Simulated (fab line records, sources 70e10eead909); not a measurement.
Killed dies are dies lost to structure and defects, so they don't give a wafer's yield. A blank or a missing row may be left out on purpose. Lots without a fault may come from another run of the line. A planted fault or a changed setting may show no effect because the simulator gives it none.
Which tool did it? | flow nand_harc | 23 lots, 69 wafers sampled, at 5 steps of a route of 1302

WHAT THE GAUGES READ, wafer by wafer
NHARC_A_SOURCE_PLATE_THK_MEAS_06: measures by ellipsometry.
lot  | measured     | on            | thk_nm (nm)
L075 | day 8 05:52  | film_metro-01 | 198.4 196.9 197.3
L076 | day 8 19:17  | film_metro-02 | 200.7 199.6 200.3
L077 | day 9 04:41  | film_metro-01 | 199.6 198.9 196.0
L078 | day 9 04:41  | film_metro-02 | 195.9 196.1 196.0
L079 | day 9 14:00  | film_metro-01 | 198.5 200.5 196.9
L080 | day 10 06:31 | film_metro-02 | 202.2 200.0 200.9
L081 | day 10 23:11 | film_metro-02 | 202.9 203.6 204.0
L082 | day 10 23:11 | film_metro-01 | 200.5 199.3 201.5
L084 | day 11 20:39 | film_metro-02 | 202.8 200.0 199.5
L083 | day 11 20:39 | film_metro-01 | 200.0 202.9 198.8
L085 | day 12 06:04 | film_metro-01 | 200.2 200.8 200.6
L086 | day 12 15:32 | film_metro-02 | 201.6 204.0 203.0
L088 | day 13 13:19 | film_metro-01 | 196.9 196.8 197.7
L087 | day 13 13:19 | film_metro-02 | 198.5 197.3 199.2
L089 | day 13 21:10 | film_metro-02 | 199.8 196.9 195.8
L090 | day 14 16:29 | film_metro-01 | 199.2 198.5 200.8
L091 | day 14 16:29 | film_metro-02 | 199.5 199.1 197.4
L092 | day 15 01:24 | film_metro-01 | 200.1 197.7 200.5
L093 | day 15 11:20 | film_metro-01 | 198.0 196.9 199.4
L094 | day 15 23:30 | film_metro-01 | 197.6 197.4 198.7
L095 | day 16 14:11 | film_metro-01 | 200.3 198.8 199.5
L096 | day 16 22:58 | film_metro-01 | 201.4 200.1 200.8
L097 | day 17 08:14 | film_metro-01 | 202.0 200.9 203.6

WHICH TOOL RAN EACH LOT (tool, then ch and the chambers of the sampled wafers, then the start)
lot  | NHARC_P_M1_PRE_CLEAN_30                 | NHARC_P_BONDPAD_DESCUM_11          | NHARC_P_BONDPAD_ETCH_12                       | NHARC_P_BONDPAD_ETCH_24
L075 | pvd_sputter-03, day 7 01:55 or earlier  | rie_diel-04 ch 0,2,3, day 7 01:55  | rie_diel-04 ch 0,2,3, day 7 02:33 or earlier  | rie_diel-04 ch 2,3, day 7 02:33
L076 | pvd_sputter-02, day 7 14:38 or earlier  | rie_diel-08 ch 0,3, day 7 14:38    | rie_diel-08 ch 0,2, day 8 19:17 or earlier    | rie_diel-03 ch 0,1, day 8 19:17 or earlier
L077 | pvd_sputter-03, day 8 03:12 or earlier  | rie_diel-08 ch 2,3, day 8 03:12    | rie_diel-08 ch 0,1,2, day 9 04:41 or earlier  | rie_diel-03 ch 0,1,3, day 9 04:41 or earlier
L078 | pvd_sputter-01, day 8 03:51 or earlier  | rie_diel-04 ch 1,2, day 8 03:51    | rie_diel-04 ch 0,2,3, day 9 04:41 or earlier  | rie_diel-08 ch 0,2,3, day 9 04:41 or earlier
L079 | pvd_sputter-02, day 8 13:03 or earlier  | rie_diel-03 ch 0,1,3, day 8 13:03  | rie_diel-03 ch 0,1, day 9 14:00 or earlier    | rie_diel-03 ch 1,3, day 9 14:00 or earlier
L080 | pvd_sputter-01, day 9 05:07 or earlier  | rie_diel-04 ch 2,3, day 9 05:07    | rie_diel-04 ch 0,3, day 10 06:31 or earlier   | rie_diel-03 ch 0,1, day 10 06:31 or earlier
L081 | pvd_sputter-01, day 9 21:11 or earlier  | rie_diel-03 ch 0,2,3, day 9 21:11  | rie_diel-03 ch 0,1,2, day 10 23:11 or earlier | rie_diel-08 ch 0,1,2, day 10 23:11 or earlier
L082 | pvd_sputter-02, day 9 21:56 or earlier  | rie_diel-03 ch 1,2, day 9 21:56    | rie_diel-03 ch 1,2, day 10 23:11 or earlier   | rie_diel-04 ch 0,1,3, day 10 23:11 or earlier
L084 | pvd_sputter-01, day 10 16:36 or earlier | rie_diel-04 ch 1,3, day 10 16:36   | rie_diel-04 ch 2,3, day 11 20:39 or earlier   | rie_diel-08 ch 2,3, day 11 20:39 or earlier
L083 | pvd_sputter-02, day 10 17:05 or earlier | rie_diel-04 ch 2,3, day 10 17:05   | rie_diel-04 ch 1,2, day 11 20:39 or earlier   | rie_diel-08 ch 0,1, day 11 20:39 or earlier
L085 | pvd_sputter-02, day 11 03:50 or earlier | rie_diel-03 ch 2,3, day 11 03:50   | rie_diel-03 ch 0,2,3, day 11 04:29 or earlier | rie_diel-08 ch 0,2, day 11 04:29
L086 | pvd_sputter-02, day 11 13:55 or earlier | rie_diel-08 ch 0,2, day 11 13:55   | rie_diel-08 ch 0,2, day 11 14:31 or earlier   | rie_diel-08 ch 0,2,3, day 11 14:31
L088 | pvd_sputter-02, day 12 11:35 or earlier | rie_diel-03 ch 0,1,2, day 12 11:35 | rie_diel-03 ch 0,1,2, day 13 13:19 or earlier | rie_diel-08 ch 0,1,3, day 13 13:19 or earlier
L087 | pvd_sputter-03, day 12 12:40 or earlier | rie_diel-03 ch 0,2,3, day 12 12:40 | rie_diel-03 ch 0,1,3, day 13 13:19 or earlier | rie_diel-08 ch 0,2,3, day 13 13:19 or earlier
L089 | pvd_sputter-03, day 12 18:52 or earlier | rie_diel-03 ch 1,2,3, day 12 18:52 | rie_diel-03 ch 0,3, day 13 21:10 or earlier   | rie_diel-08 ch 0,2,3, day 13 21:10 or earlier
L090 | pvd_sputter-03, day 13 09:46 or earlier | rie_diel-03 ch 0,1, day 13 09:46   | rie_diel-03 ch 0,2,3, day 14 16:29 or earlier | rie_diel-08 ch 0,1, day 14 16:29 or earlier
L091 | pvd_sputter-02, day 13 17:19 or earlier | rie_diel-08 ch 1,2,3, day 13 17:19 | rie_diel-08 ch 0,2, day 14 16:29 or earlier   | rie_diel-03 ch 1,2,3, day 14 16:29 or earlier
L092 | pvd_sputter-02, day 14 00:55 or earlier | rie_diel-08 ch 1,2,3, day 14 00:55 | rie_diel-08 ch 2,3, day 15 01:24 or earlier   | rie_diel-03 ch 0,1,3, day 15 01:24 or earlier
L093 | pvd_sputter-03, day 14 09:58 or earlier | rie_diel-03 ch 0,1,3, day 14 09:58 | rie_diel-03 ch 0,1, day 15 11:20 or earlier   | rie_diel-03 ch 1,3, day 15 11:20 or earlier
L094 | pvd_sputter-03, day 14 22:13 or earlier | rie_diel-03 ch 0,2,3, day 14 22:13 | rie_diel-03 ch 0,2, day 15 23:30 or earlier   | rie_diel-04 ch 0,2,3, day 15 23:30 or earlier
L095 | pvd_sputter-01, day 15 13:02 or earlier | rie_diel-03 ch 0,1, day 15 13:02   | rie_diel-03 ch 2,3, day 15 13:37 or earlier   | rie_diel-04 ch 0,1, day 15 13:37
L096 | pvd_sputter-03, day 15 19:19 or earlier | rie_diel-03 ch 0,1, day 15 19:19   | rie_diel-03 ch 0,1,3, day 16 22:58 or earlier | rie_diel-08 ch 0,2,3, day 16 22:58 or earlier
L097 | pvd_sputter-01, day 16 06:40 or earlier | rie_diel-03 ch 0,2,3, day 16 06:40 | rie_diel-03 ch 0,3, day 17 08:14 or earlier   | rie_diel-08 ch 0,2,3, day 17 08:14 or earlier
- NHARC_P_M1_PRE_CLEAN_30: time 30 s.
- NHARC_P_BONDPAD_DESCUM_11: chemistry O2, time 3 s.
- NHARC_P_BONDPAD_ETCH_12: etches the open film in CHF3/O2, target depth 200 nm, time 100 s.
- NHARC_P_BONDPAD_ETCH_24: etches the open film in CF4/N2, target depth 30 nm, time 72.99 s.

WHAT THE TOOLS THEMSELVES READ (means of the sampled wafers that have a number; where no wafer has one, the mark that the record gives instead)
NHARC_P_M1_PRE_CLEAN_30.
lot  | tool           | heater_power_w (W)
L075 | pvd_sputter-03 | 408
L076 | pvd_sputter-02 | 411
L077 | pvd_sputter-03 | 387
L078 | pvd_sputter-01 | 399
L079 | pvd_sputter-02 | 436
L080 | pvd_sputter-01 | 413
L081 | pvd_sputter-01 | 388
L082 | pvd_sputter-02 | 438
L084 | pvd_sputter-01 | 390
L083 | pvd_sputter-02 | 448
L085 | pvd_sputter-02 | 432
L086 | pvd_sputter-02 | 439
L088 | pvd_sputter-02 | 436
L087 | pvd_sputter-03 | 431
L089 | pvd_sputter-03 | 397
L090 | pvd_sputter-03 | 401
L091 | pvd_sputter-02 | 448
L092 | pvd_sputter-02 | 437
L093 | pvd_sputter-03 | 411
L094 | pvd_sputter-03 | 380
L095 | pvd_sputter-01 | 395
L096 | pvd_sputter-03 | 427
L097 | pvd_sputter-01 | 416

NHARC_P_BONDPAD_DESCUM_11.
lot  | tool        | drypump_motor_current_A (A) | oes_product_au (a.u.) | rf_vpp_V (V) | showerhead_plenum_p_Torr (Torr) | throttle_valve_pct (%)
L075 | rie_diel-04 | 5.5                         | 1.007                 | 57.6         | 1.89                            | 11.321
L076 | rie_diel-08 | 5.6                         | 1.002                 | 57.6         | 1.85                            | 11.308
L077 | rie_diel-08 | 5.3                         | 1.004                 | 57.8         | 1.96                            | 11.302
L078 | rie_diel-04 | 5.3                         | 0.997                 | 57.9         | 1.97                            | 11.302
L079 | rie_diel-03 | 5.7                         | 1.003                 | 57.2         | 1.96                            | 11.312
L080 | rie_diel-04 | 5.4                         | 0.989                 | 57.1         | 1.88                            | 11.313
L081 | rie_diel-03 | 5.7                         | 1.002                 | 56.8         | 1.90                            | 11.313
L082 | rie_diel-03 | 5.1                         | 1.012                 | 58.1         | 1.97                            | 11.308
L084 | rie_diel-04 | 5.1                         | 0.988                 | 58.4         | 1.88                            | 11.310
L083 | rie_diel-04 | 5.5                         | 0.990                 | 57.3         | 1.88                            | 11.316
L085 | rie_diel-03 | 5.4                         | 0.991                 | 57.5         | 1.87                            | 11.305
L086 | rie_diel-08 | 5.6                         | 0.999                 | 57.4         | 1.96                            | 11.306
L088 | rie_diel-03 | 5.4                         | 1.005                 | 58.5         | 1.95                            | 11.322
L087 | rie_diel-03 | 5.7                         | 0.996                 | 58.3         | 1.90                            | 11.309
L089 | rie_diel-03 | 5.4                         | 0.995                 | 58.1         | 1.92                            | 11.319
L090 | rie_diel-03 | 5.5                         | 1.008                 | 57.9         | 2.01                            | 11.317
L091 | rie_diel-08 | 5.5                         | 1.001                 | 58.4         | 1.94                            | 11.309
L092 | rie_diel-08 | 5.5                         | 0.999                 | 58.4         | 1.94                            | 11.310
L093 | rie_diel-03 | 5.7                         | 0.983                 | 57.3         | 1.96                            | 11.320
L094 | rie_diel-03 | 5.7                         | 0.984                 | 58.3         | 1.90                            | 11.315
L095 | rie_diel-03 | 5.4                         | 0.996                 | 57.9         | 2.01                            | 11.311
L096 | rie_diel-03 | 5.8                         | 0.990                 | 58.0         | 1.98                            | 11.308
L097 | rie_diel-03 | 5.7                         | 0.988                 | 58.3         | 1.90                            | 11.307

NHARC_P_BONDPAD_ETCH_12.
lot  | tool        | drypump_motor_current_A (A) | oes_product_au (a.u.) | rf_vpp_V (V) | showerhead_plenum_p_Torr (Torr) | throttle_valve_pct (%)
L075 | rie_diel-04 | 5.5                         | 0.925                 | 370.4        | 2.37                            | 20.582
L076 | rie_diel-08 | 5.4                         | 0.931                 | 373.1        | 2.50                            | 20.573
L077 | rie_diel-08 | 5.6                         | 0.925                 | 371.4        | 2.48                            | 20.569
L078 | rie_diel-04 | 5.5                         | 0.919                 | 370.3        | 2.38                            | 20.569
L079 | rie_diel-03 | 5.4                         | 0.981                 | 373.7        | 2.52                            | 20.572
L080 | rie_diel-04 | 5.3                         | 0.970                 | 367.8        | 2.29                            | 20.573
L081 | rie_diel-03 | 5.5                         | 0.936                 | 371.3        | 2.45                            | 20.571
L082 | rie_diel-03 | 5.1                         | 0.974                 | 372.0        | 2.48                            | 20.573
L084 | rie_diel-04 | 5.6                         | 0.911                 | 372.5        | 2.46                            | 20.560
L083 | rie_diel-04 | 5.5                         | 0.910                 | 373.4        | 2.51                            | 20.566
L085 | rie_diel-03 | 5.7                         | 0.927                 | 369.8        | 2.39                            | 20.570
L086 | rie_diel-08 | 5.6                         | 0.928                 | 371.9        | 2.46                            | 20.567
L088 | rie_diel-03 | 5.5                         | 0.932                 | 370.9        | 2.45                            | 20.569
L087 | rie_diel-03 | 5.7                         | 0.971                 | 371.4        | 2.45                            | 20.570
L089 | rie_diel-03 | 6.1                         | 0.966                 | 371.3        | 2.43                            | 20.563
L090 | rie_diel-03 | 5.7                         | 0.962                 | 369.4        | 2.38                            | 20.576
L091 | rie_diel-08 | 5.6                         | 0.927                 | 372.0        | 2.46                            | 20.580
L092 | rie_diel-08 | 5.4                         | 0.955                 | 371.8        | 2.46                            | 20.574
L093 | rie_diel-03 | 5.8                         | 0.920                 | 372.8        | 2.49                            | 20.579
L094 | rie_diel-03 | 5.8                         | 0.913                 | 370.9        | 2.42                            | 20.578
L095 | rie_diel-03 | 5.6                         | 0.908                 | 369.2        | 2.35                            | 20.579
L096 | rie_diel-03 | 5.7                         | 0.937                 | 371.6        | 2.45                            | 20.571
L097 | rie_diel-03 | 6.0                         | 0.912                 | 371.2        | 2.43                            | 20.569

NHARC_P_BONDPAD_ETCH_24.
lot  | tool        | drypump_motor_current_A (A) | oes_product_au (a.u.) | rf_vpp_V (V) | showerhead_plenum_p_Torr (Torr) | throttle_valve_pct (%)
L075 | rie_diel-04 | 5.6                         | 0.991                 | 316.3        | 2.69                            | 19.798
L076 | rie_diel-03 | 5.4                         | 1.026                 | 315.3        | 2.75                            | 19.797
L077 | rie_diel-03 | 5.7                         | 1.005                 | 315.7        | 2.68                            | 19.803
L078 | rie_diel-08 | 5.5                         | 1.004                 | 314.8        | 2.64                            | 19.798
L079 | rie_diel-03 | 5.6                         | 0.997                 | 314.9        | 2.65                            | 19.797
L080 | rie_diel-03 | 5.5                         | 1.014                 | 316.1        | 2.75                            | 19.782
L081 | rie_diel-08 | 5.6                         | 0.994                 | 315.6        | 2.71                            | 19.792
L082 | rie_diel-04 | 5.2                         | 1.000                 | 313.0        | 2.55                            | 19.793
L084 | rie_diel-08 | 5.3                         | 1.011                 | 315.2        | 2.69                            | 19.791
L083 | rie_diel-08 | 5.8                         | 0.991                 | 314.2        | 2.65                            | 19.797
L085 | rie_diel-08 | 5.6                         | 0.997                 | 314.9        | 2.68                            | 19.802
L086 | rie_diel-08 | 5.5                         | 1.005                 | 314.2        | 2.64                            | 19.786
L088 | rie_diel-08 | 5.6                         | 0.993                 | 313.8        | 2.61                            | 19.789
L087 | rie_diel-08 | 5.5                         | 0.995                 | 314.2        | 2.64                            | 19.796
L089 | rie_diel-08 | 5.5                         | 0.998                 | 314.4        | 2.64                            | 19.792
L090 | rie_diel-08 | 5.7                         | 0.991                 | 314.1        | 2.68                            | 19.791
L091 | rie_diel-03 | 5.4                         | 0.996                 | 313.5        | 2.64                            | 19.793
L092 | rie_diel-03 | 5.7                         | 0.991                 | 315.6        | 2.68                            | 19.795
L093 | rie_diel-03 | 5.4                         | 0.996                 | 315.8        | 2.71                            | 19.786
L094 | rie_diel-04 | 5.5                         | 0.997                 | 314.3        | 2.60                            | 19.785
L095 | rie_diel-04 | 5.1                         | 1.010                 | 314.0        | 2.61                            | 19.798
L096 | rie_diel-08 | 5.5                         | 1.006                 | 315.0        | 2.64                            | 19.791
L097 | rie_diel-08 | 5.5                         | 0.996                 | 314.2        | 2.64                            | 19.789

THE ANSWER, worked out from the rows above alone
Rule: what is usual is taken from the lots themselves. Put in order of their means at a reading, lots are off if they are a third of the lots or fewer, leave a main group of 4 or more, and stand apart from it by a gap of 3 or more times the standard deviation of the main group's means; of several such gaps the widest counts. A main group whose means are all the same, to the digits that the tables above print for the reading, isn't used. A lot without any number at a reading at which 4 lots or more have one is off too. The other lots that the step has rows for count as sound. The gauges are gone through in route order, then the tools' own readings, and for those a lot's mean is taken as printed above. The first step at which some lot is off is used, and at that step the reading that is off furthest; a lot without a number counts as furthest.
No lot is off at any reading shown: from this, nothing can be told.

WHAT THE SIMULATOR HAD PUT IN
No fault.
